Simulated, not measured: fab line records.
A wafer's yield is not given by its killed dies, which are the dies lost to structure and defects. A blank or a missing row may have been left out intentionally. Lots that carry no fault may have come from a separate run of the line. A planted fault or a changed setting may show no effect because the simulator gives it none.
8D (eight disciplines) problem report, filled in by code -- flow n5 finfet -- the parts of the form that need people (team, actions taken, sign-off) are left out

1. WHAT IS WRONG
Wafers with no fault read 150.0 W with a standard deviation of 0.49, whereas bias w at N5_BEOL_M8_ETCH_62 reads a mean of 132.5 W on 1 wafer of 1 lot. That is -36 standard deviations from the usual mean.
The step: etches SOC in N2/H2, target depth 110 nm, overetch 22 nm, time 165 s.
Earliest sighting: wafer L457.4 on rie diel-01 at day 12 10:33. At this step, 15 wafers from 5 lots have a number in the record. Rule for "out", or "out of limits": more than 4 standard deviations from the usual mean. Any other wafer with a number is counted as sound.

2. WHAT IT IS, AND WHAT IT ISN'T
question,is,is not
which readings at this step,"bias w, rf vpp V","drypump motor current A, oes product au, showerhead plenum p Torr, throttle valve pct"
which lots,L457,"L447, L463, L464, L469"
which wafers of those lots,L457.4,"L457.2, L457.6"
read on which tools,rie diel-01,"rie diel-03, rie diel-06"
when,from day 12 10:33,"up to then (5 sound wafers); but 9 sound wafers of L463, L464, L469 came after"

3. THE SUSPECTS, EACH WITH WHAT RULES IT OUT
Counting: if a tool at a process step up to the reading ran every lot that is out, it stays a suspect. Sound lots after the first of them don't rule it out here, since some wafers of a struck lot are sound.
- rie diel-01 at N5_BEOL_M8_DESCUM_16 (chemistry O2, time 7.9 s): kept. It ran the lot that is out, L457 (day 12 10:28).
- rie diel-01 at N5_BEOL_M8_ETCH_61 (etches SiARC in CF4, target depth 45.5 nm, time 75.8 s): kept. It ran the lot that is out, L457 (day 12 10:29).
- rie diel-01 at N5_BEOL_M8_ETCH_62 (etches SOC in N2/H2, target depth 110 nm, overetch 22 nm, time 165 s): kept. It ran the lot that is out, L457 (day 12 10:33). Its own readings are out on those wafers: bias w, rf vpp V.
- rie diel-01, N5_BEOL_M8_DESCUM_16: wafers that are out in chamber 1, sound lot-mates in chambers 0, 2.
- rie diel-01, N5_BEOL_M8_ETCH_61: wafers that are out in chamber 1, sound lot-mates in chambers 0, 2.
- rie diel-01, N5_BEOL_M8_ETCH_62: wafers that are out in chamber 1, sound lot-mates in chambers 0, 2.
After the count, these remain: rie diel-01 at N5_BEOL_M8_DESCUM_16, rie diel-01 at N5_BEOL_M8_ETCH_61 and rie diel-01 at N5_BEOL_M8_ETCH_62.

4. THE CAUSE (what the simulator had put in)
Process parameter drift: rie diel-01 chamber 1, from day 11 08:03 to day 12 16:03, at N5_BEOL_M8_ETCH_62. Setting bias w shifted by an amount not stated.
Counting leaves 3 suspects; this tool is one of them.

5. SEQUENCE OF EFFECTS, ordered by route
One row per reading whose mean, taken over the struck wafers that have a number, lies over 3 standard deviations from the usual. Only readings for which the record gives a usual standard deviation are gone through. hours: the time from each lot's start at the first step in this table that gives one to its start at this step, as a median over the lots. sigmas: the change in usual standard deviations.
hours,step,reading,usual,on struck wafers,change,sigmas
0,N5_BEOL_M8_ETCH_62,bias w,150.0 W,132.5,-17.5,-36
0,N5_BEOL_M8_ETCH_62,rf vpp V,524.5 V,486.2,-38.3,-18
The process steps in it:
- N5_BEOL_M8_ETCH_62: etches SOC in N2/H2, target depth 110 nm, overetch 22 nm, time 165 s.

6. WHAT WOULD HAVE CAUGHT IT SOONER
In this record no reading fell out of limits until day 12 10:33, 26 hours after the fault had begun at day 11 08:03.
